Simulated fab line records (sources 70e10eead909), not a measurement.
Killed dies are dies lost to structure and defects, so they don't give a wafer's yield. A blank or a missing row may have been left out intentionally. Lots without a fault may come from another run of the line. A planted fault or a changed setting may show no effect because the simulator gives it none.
Which tool is to blame? | flow nand harc | 7 lots (21 wafers sampled), 1 step of a 1302-step route

WHAT THE GAUGES SHOWED, per wafer
NHARC_A_DECK1_JOINT_THK_MEAS_14: measures by ellipsometry.
lot  | measured     | on            | thk nm (nm)
L528 | day 12 05:51 | film metro-02 | 50.9 52.5 51.0
L530 | day 12 23:53 | film metro-02 | 51.6 50.5 48.3
L531 | day 13 13:00 | film metro-02 | 50.1 53.5 53.5
L541 | day 17 05:53 | film metro-01 | 50.9 49.3 51.5
L542 | day 17 19:35 | film metro-01 | 49.4 52.6 50.4
L544 | day 19 05:20 | film metro-02 | 52.8 55.1 52.6
L549 | day 20 15:15 | film metro-01 | 52.3 51.5 52.4

WHAT TOOL EACH LOT RAN ON (gives the tool, then ch and the chambers of the sampled wafers, and finally the start)
Before these readings, the record contains no process step.

THE ANSWER, worked out from the rows above alone
Rule: the usual values come from the lots themselves. The widest of any qualifying gaps counts: lots, ordered by their means at a reading, are off when they make up no more than a third of the lots, leave a main group of 4 or more, and stand apart from it by 3 or more times the standard deviation of that group's means. If all means in a main group match to the digits the tables above print for the reading, that group is not used. A lot without any number at a reading at which 4 lots or more have one is off too. The other lots that the step has rows for count as sound.
None of the lots is off at any reading shown; this tells nothing.

WHAT THE SIMULATOR HAD PUT IN
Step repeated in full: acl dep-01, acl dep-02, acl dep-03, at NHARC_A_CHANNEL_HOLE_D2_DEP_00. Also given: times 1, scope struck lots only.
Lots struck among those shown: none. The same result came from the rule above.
